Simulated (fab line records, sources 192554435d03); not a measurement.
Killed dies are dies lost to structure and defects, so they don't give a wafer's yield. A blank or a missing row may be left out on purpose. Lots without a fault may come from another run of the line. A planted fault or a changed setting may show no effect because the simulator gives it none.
A struck lot beside a sound one | flow n5_finfet | 36 steps out of a route of 1938
Sound: wafers L948.3, L948.5, L948.6. Struck: wafers L950.1, L950.2, L950.6. The cause comes at the end.
At each step with rows: each side's tool, then ch and its chambers, then its first start. Under that, the readings that differ: sound wafers | struck wafers | difference of the means | sigmas: that difference in standard deviations of wafers without a fault.
alike: readings whose means differ by less than 2 such deviations, and words and numbers that are the same on both sides. not compared: withheld readings, readings that some wafer has no value for, bounds like >300 that may hide the same value, and numbers for which the record gives no deviation and whose values overlap.
The two part at a step that has a row with sigmas, a row that says differs or no value, or rows on one side only. Numbers that don't overlap but have no deviation are shown without sigmas and don't part them. A reading that every wafer of one side lacks parts them only if that side has two wafers or more.

first, 9 steps without rows for these wafers: N5_BEOL_M4_ANNEAL_95 (time 240 s); N5_BEOL_M4_SPUTTER_96 (material Cu, target thk 4.5 nm, time 8.29 s); N5_BEOL_M4_ECD_50 (material Cu, target thk 300 nm); N5_BEOL_M4_ANNEAL_51 (time 90 s); N5_BEOL_M4_CMP_52 (polishes, stops on SiOC, t overpolish 6.8 s, target thk 40 nm); N5_BEOL_M4_PRE_CLEAN_60 (time 15 s); N5_BEOL_M4_CO_CAP_55 (material Co, precursor CCTBA/H2, target thk 2 nm, time 102.1 s); N5_BEOL_M4_PRE_CLEAN_56 (time 15 s); N5_BEOL_M4_DEP_57 (deposits SiCN from 3MS/NH3, target thk 8 nm, time 14 s).
N5_BEOL_M4_RC_MEAS_101:
  sound on prober-01 ch 0, day 12 03:37; struck on prober-02 ch 0, day 12 18:56
  alike: DIBL_N, DIBL_P, IOFF_N, IOFF_P, ION_N, ION_P, SS_N, SS_P, VT_N, VT_P
then, 24 steps without rows for these wafers: N5_BEOL_M5_ILD_DEP_00 (deposits SiCOH lowk from DEMS/porogen, target thk 140.64 nm, time 25.9 s); N5_BEOL_M5_CURE_79 (cures SiCOH lowk, time 240 s); N5_BEOL_M5_PECVD_70 (deposits SiO2 from TEOS/O2, target thk 16 nm, time 18 s); N5_BEOL_M5_HM_DEP_02 (deposits TiN, target thk 20 nm); N5_BEOL_M5_COAT_59 (time 60 s, resist thk 60 nm); N5_BEOL_M5_COAT_60 (time 60 s, resist thk 12 nm); N5_BEOL_M5_COAT_71 (time 60 s, resist thk 5 nm); N5_BEOL_M5_COAT_05 (resist thk 30 nm); N5_BEOL_M5_EBR_07; N5_BEOL_M5_SOFTBAKE_06 (time 60 s); N5_BEOL_M5_EXPOSE_08 (exposes mask M5, target cd 28 nm); N5_BEOL_M5_PEB_09 (peb time 60 s); N5_BEOL_M5_DEVELOP_10 (develop time 30 s); N5_BEOL_M5_DESCUM_16 (chemistry O2, time 7 s); N5_BEOL_M5_ETCH_72 (etches underlayer in N2/H2, target depth 6.5 nm, time 5.2 s); N5_BEOL_M5_ETCH_61 (etches SiARC in CF4, target depth 15.6 nm, time 26 s); N5_BEOL_M5_ETCH_62 (etches SOC in N2/H2, target depth 75 nm, overetch 15 nm, time 112.5 s); N5_BEOL_M5_STRIP_63 (strips in N2/H2); N5_BEOL_M5_STRIP_73 (strips in N2/H2); N5_BEOL_M5_STRIP_64 (strips in CF4); N5_BEOL_M5_HM_OPEN_17 (chemistry Cl2/BCl3, target TiN, target depth 20 nm, overetch 6 nm); N5_BEOL_M5_STRIP_19 (strips in O2); N5_BEOL_M5_COAT_65 (time 60 s, resist thk 60 nm); N5_BEOL_M5_COAT_66 (time 60 s, resist thk 12 nm).
-- the record jumps here: 4 days lie between the struck wafers' starts before and after (it left off in module BEOL_M5 and takes up again in module MIM_BOT, whose first step shown is number 1833 of the route) --
N5_MIM_BOT_SPUTTER_00: material TiN, target thk 35 nm, time 89.7 s.
  sound on pvd_sputter-01, day 16 02:44; struck on pvd_sputter-01, day 16 13:58
  reading                                     | sound        | struck         | difference | sigmas
  model.TiN_of_MIM_BOT_SPUTTER_00.thk_nm (nm) | 35.4 35 35.4 | 44.6 44.6 44.6 | +9.3       |
  alike: throttle_valve_pct
N5_PASSIVATION_PROBE_49:
  the record has rows for the struck wafers here (prober-02, day 17 01:55) and none for the sound ones

WHERE THEY PART
Only at N5_PASSIVATION_PROBE_49, within this record.

WHY: what the simulator had put in
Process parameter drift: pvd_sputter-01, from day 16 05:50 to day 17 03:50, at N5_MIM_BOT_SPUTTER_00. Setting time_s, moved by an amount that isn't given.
